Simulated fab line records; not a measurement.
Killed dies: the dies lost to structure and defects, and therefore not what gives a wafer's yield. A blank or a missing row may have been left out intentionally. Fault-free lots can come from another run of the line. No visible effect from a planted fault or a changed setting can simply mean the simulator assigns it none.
Which tool did it? | flow n5-finfet | 30 wafers from 10 lots sampled at 5 of the route's 1938 steps

WHAT THE GAUGES READ, wafer by wafer
N5_BEOL_M4_RC_MEAS_101. Usual: DIBL_N 36.6 mV/V, standard deviation 1.3; DIBL_P 36.4 mV/V, standard deviation 1.4; IOFF_N 0.167 nA/um, standard deviation 0.023; IOFF_P 0.219 nA/um, standard deviation 0.029; ION_N 678 uA/um, standard deviation 8.7; ION_P 464 uA/um, standard deviation 6.4; SS_N 71.5 mV/dec, standard deviation 0.53; SS_P 73.4 mV/dec, standard deviation 0.57; VT_N 248.5 mV, standard deviation 2.8; VT_P -249 mV, standard deviation 3.1.
lot  | measured     | on        | DIBL_N (mV/V)  | DIBL_P (mV/V)  | IOFF_N (nA/um)    | IOFF_P (nA/um)    | ION_N (uA/um) | ION_P (uA/um) | SS_N (mV/dec)  | SS_P (mV/dec)  | VT_N (mV)         | VT_P (mV)      | flag
L649 | day 8 17:11  | prober-01 | 37.4 37.8 36.8 | 37.4 37.4 36.8 | 0.195 0.193 0.171 | 0.237 0.224 0.216 | 697 690 683   | 467 465 465   | 72.2 70.9 71.2 | 73.3 72.9 73.5 | 243.2 245.4 248.1 | -248 -249 -250 |
L651 | day 9 04:13  | prober-02 | 35.3 34.1 34.1 | 33.7 32.7 33.6 | 0.136 0.125 0.129 | 0.182 0.170 0.179 | 658 659 668   | 455 458 458   | 70.3 70.5 70.8 | 73.0 72.9 72.8 | 255.9 253.4 253.7 | -250 -250 -251 |
L655 | day 10 10:31 | prober-02 | 39.2 37.6 38.4 | 38.2 36.8 37.3 | 0.191 0.175 0.176 | 0.240 0.219 0.224 | 684 681 684   | 465 464 466   | 72.3 72.0 72.6 | 73.7 72.9 73.1 | 248.0 247.0 248.2 | -246 -248 -246 |
L656 | day 10 17:10 | prober-01 | 36.8 36.2 35.3 | 37.2 36.7 35.4 | 0.144 0.149 0.128 | 0.192 0.185 0.163 | 676 678 675   | 460 460 452   | 71.5 71.3 71.1 | 73.0 73.2 72.7 | 251.5 251.0 253.6 | -252 -256 -255 |
L668 | day 14 18:17 | prober-01 | 36.4 37.5 37.3 | 36.8 38.0 37.8 | 0.165 0.173 0.172 | 0.212 0.237 0.228 | 667 670 668   | 458 463 461   | 71.5 71.5 71.3 | 73.0 73.5 73.2 | 246.2 247.3 247.1 | -250 -248 -251 |
L667 | day 14 20:09 | prober-02 | 35.9 35.2 36.6 | 35.4 35.2 36.0 | 0.156 0.148 0.169 | 0.219 0.225 0.230 | 675 681 681   | 464 472 466   | 70.9 70.5 70.9 | 73.2 73.5 73.4 | 246.8 249.7 246.5 | -250 -248 -248 |
L666 | day 14 22:52 | prober-02 | 35.9 37.9 36.3 | 35.8 39.4 36.2 | 0.145 0.187 0.144 | 0.185 0.237 0.190 | 671 676 673   | 463 460 460   | 70.8 71.9 71.6 | 72.9 74.0 73.7 | 248.9 245.3 253.4 | -254 -249 -252 |
L670 | day 15 15:37 | prober-01 | 37.1 37.7 36.9 | 39.1 38.4 38.3 | 0.171 0.176 0.168 | 0.247 0.233 0.222 | 674 675 678   | 463 465 466   | 72.1 72.4 71.7 | 73.3 73.7 73.8 | 249.8 250.0 252.3 | -248 -248 -251 |
L672 | day 15 15:25 | prober-02 | 36.2 36.1 35.8 | 37.2 36.6 36.3 | 0.160 0.153 0.151 | 0.197 0.182 0.179 | 679 676 679   | 461 457 460   | 71.8 71.3 70.9 | 72.2 72.6 72.6 | 248.6 251.2 250.6 | -252 -250 -252 |
L671 | day 15 22:28 | prober-01 | 38.3 37.2 37.2 | 39.0 36.4 36.5 | 0.231 0.193 0.188 | 0.281 0.235 0.234 | 704 689 690   | 477 468 468   | 71.8 71.3 71.6 | 74.7 74.4 73.3 | 242.5 245.3 245.2 | -245 -249 -250 |

TOOL THAT RAN EACH LOT (tool first, then ch and the chambers of the sampled wafers, then the start)
lot  | N5_BEOL_M3_DEP_57               | N5_BEOL_M4_ALD_98                 | N5_BEOL_M4_ETCH_70                 | N5_BEOL_M4_DEGAS_44
L649 | pecvd-01 ch 1,2, day 8 07:33    | ald-sin-03 ch 0,1,2, day 8 11:00  | rie-diel-01 ch 1,2, day 8 12:56    | pvd-sputter-03, day 8 13:40
L651 | pecvd-04 ch 1,2, day 8 13:19    | ald-sin-03 ch 0,2,3, day 8 16:16  | rie-diel-01 ch 0,1, day 8 23:53    | pvd-sputter-01, day 9 00:40
L655 | pecvd-04 ch 0,1,2, day 9 09:14  | ald-sin-04 ch 0,1,2, day 9 11:34  | rie-diel-04 ch 0,2, day 9 21:55    | pvd-sputter-02, day 9 22:52
L656 | pecvd-04 ch 1,2, day 10 03:18   | ald-sin-01 ch 1,2,3, day 10 05:32 | rie-diel-04 ch 1,2, day 10 12:25   | pvd-sputter-01, day 10 13:10
L668 | pecvd-03 ch 0,1,2, day 13 08:41 | ald-sin-01 ch 1,2, day 13 12:55   | rie-diel-04 ch 0,1,3, day 14 13:27 | pvd-sputter-01, day 14 14:13
L667 | pecvd-03 ch 0,1, day 13 14:59   | ald-sin-04 ch 0,1, day 13 17:38   | rie-diel-05 ch 0,1,3, day 14 13:34 | pvd-sputter-01, day 14 14:18
L666 | pecvd-03 ch 0,1,2, day 13 19:20 | ald-sin-03 ch 0,1, day 13 22:17   | rie-diel-04 ch 1,3, day 14 18:17   | pvd-sputter-01, day 14 19:01
L670 | pecvd-03 ch 0,1,2, day 14 11:34 | ald-sin-04 ch 0,1,3, day 14 13:37 | rie-diel-01 ch 2,3, day 15 10:58   | pvd-sputter-02, day 15 11:41
L672 | pecvd-04 ch 0,1, day 14 12:01   | ald-sin-01 ch 0,2,3, day 14 15:20 | rie-diel-04 ch 1,3, day 15 11:00   | pvd-sputter-02, day 15 11:46
L671 | pecvd-04 ch 1,2, day 14 13:51   | ald-sin-01 ch 0,1,2, day 14 16:26 | rie-diel-05 ch 0,3, day 15 17:27   | pvd-sputter-02, day 15 18:32
- N5_BEOL_M3_DEP_57: deposits SiCN from 3MS/NH3, target thk 8 nm, time 14 s.
- N5_BEOL_M4_ALD_98: deposits SiO2, target thk 2.5 nm, pulse time 1 s, co reactant pulse time 1 s.
- N5_BEOL_M4_ETCH_70: etches SOC in N2/H2, target depth 80 nm, overetch 24 nm, time 130 s.
- N5_BEOL_M4_DEGAS_44: time 60 s.

AS READ BY THE TOOLS THEMSELVES (means over the sampled wafers that have a number; for cases with no such wafer, the mark the record gives instead)
N5_BEOL_M3_DEP_57. Usual: showerhead-plenum-p-Torr 3.661 Torr, standard deviation 0.014; throttle-valve-pct 9.1 %, standard deviation 0.54.
lot  | tool     | showerhead-plenum-p-Torr (Torr) | throttle-valve-pct (%) | flag
L649 | pecvd-01 | 3.684                           | 9.5                    |
L651 | pecvd-04 | 3.661                           | 8.6                    |
L655 | pecvd-04 | 3.662                           | 9.1                    |
L656 | pecvd-04 | 3.664                           | 8.7                    |
L668 | pecvd-03 | 3.646                           | 8.8                    |
L667 | pecvd-03 | 3.643                           | 9.0                    |
L666 | pecvd-03 | 3.643                           | 8.9                    |
L670 | pecvd-03 | 3.648                           | 9.2                    |
L672 | pecvd-04 | 3.668                           | 9.1                    |
L671 | pecvd-04 | 3.656                           | 8.6                    |

N5_BEOL_M4_ALD_98. Usual: heater-power-w 76 W, standard deviation 7.4; precursor-pulse-height-rel 1.003, standard deviation 0.018.
lot  | tool       | heater-power-w (W) | precursor-pulse-height-rel | flag
L649 | ald-sin-03 | 73                 | 1.003                      |
L651 | ald-sin-03 | 70                 | 0.993                      |
L655 | ald-sin-04 | 81                 | 1.002                      |
L656 | ald-sin-01 | 77                 | 0.993                      |
L668 | ald-sin-01 | 81                 | 1.018                      |
L667 | ald-sin-04 | 74                 | 0.987                      |
L666 | ald-sin-03 | 70                 | 1.012                      |
L670 | ald-sin-04 | 74                 | 1.012                      |
L672 | ald-sin-01 | 72                 | 0.994                      |
L671 | ald-sin-01 | 76                 | 0.982                      |

N5_BEOL_M4_ETCH_70. Usual: drypump-motor-current-A 5.8 A, standard deviation 0.49; oes-product-au 0.59 a.u., standard deviation 0.057; rf-vpp-V 524.1 V, standard deviation 2; showerhead-plenum-p-Torr 2.55 Torr, standard deviation 0.065; temp-c 40.02 C, standard deviation 0.11; throttle-valve-pct 17.88 %, standard deviation 0.26.
lot  | tool        | drypump-motor-current-A (A) | oes-product-au (a.u.) | rf-vpp-V (V) | showerhead-plenum-p-Torr (Torr) | temp-c (C) | throttle-valve-pct (%) | flag
L649 | rie-diel-01 | 5.4                         | 0.54                  | 524.2        | 2.56                            | 40.01      | 17.94                  |
L651 | rie-diel-01 | 6.2                         | 0.60                  | 523.0        | 2.50                            | 40.07      | 17.85                  |
L655 | rie-diel-04 | 5.7                         | 0.57                  | 523.6        | 2.55                            | 42.44      | 17.94                  | OFF
L656 | rie-diel-04 | 5.8                         | 0.58                  | 522.9        | 2.51                            | 42.36      | 17.95                  | OFF
L668 | rie-diel-04 | 6.0                         | 0.62                  | 524.2        | 2.55                            | 39.93      | 17.68                  |
L667 | rie-diel-05 | 6.1                         | 0.57                  | 524.3        | 2.54                            | 39.97      | 17.97                  |
L666 | rie-diel-04 | 6.0                         | 0.63                  | 523.1        | 2.51                            | 39.93      | 17.67                  |
L670 | rie-diel-01 | 5.1                         | 0.61                  | 523.9        | 2.57                            | 40.02      | 17.66                  |
L672 | rie-diel-04 | 5.7                         | 0.62                  | 524.0        | 2.55                            | 40.01      | 17.76                  |
L671 | rie-diel-05 | 5.8                         | 0.56                  | 524.7        | 2.58                            | 40.00      | 18.04                  |

N5_BEOL_M4_DEGAS_44. Usual: heater-power-w at 359 W, with a standard deviation of 36.
lot  | tool           | heater-power-w (W) | flag
L649 | pvd-sputter-03 | 353                |
L651 | pvd-sputter-01 | 325                |
L655 | pvd-sputter-02 | 367                |
L656 | pvd-sputter-01 | 308                |
L668 | pvd-sputter-01 | 346                |
L667 | pvd-sputter-01 | 313                |
L666 | pvd-sputter-01 | 349                |
L670 | pvd-sputter-02 | 369                |
L672 | pvd-sputter-02 | 382                |
L671 | pvd-sputter-02 | 370                |

THE ANSWER, worked out from the rows above alone
Rule: a lot counts as off when the mean over its wafers that have a number is more than 3 standard deviations away from the usual mean. Also off: a lot with no number at a reading for which 4 or more lots have one. All remaining lots with rows at the step are treated as sound. Order of review: gauges by route order, followed by the tools' own readings, for which a lot's mean as printed above is used. At the first step where some lot is off, the reading lying furthest off is the one used; lots without a number count as furthest.
Off at N5_BEOL_M4_ETCH_70 (temp-c): L655, L656.
If a tool, at that step or one of the process steps before it, ran each lot that is off and ran no sound lot following the first of them, it fits. Of those tried, none fits.

WHAT THE SIMULATOR HAD INSERTED
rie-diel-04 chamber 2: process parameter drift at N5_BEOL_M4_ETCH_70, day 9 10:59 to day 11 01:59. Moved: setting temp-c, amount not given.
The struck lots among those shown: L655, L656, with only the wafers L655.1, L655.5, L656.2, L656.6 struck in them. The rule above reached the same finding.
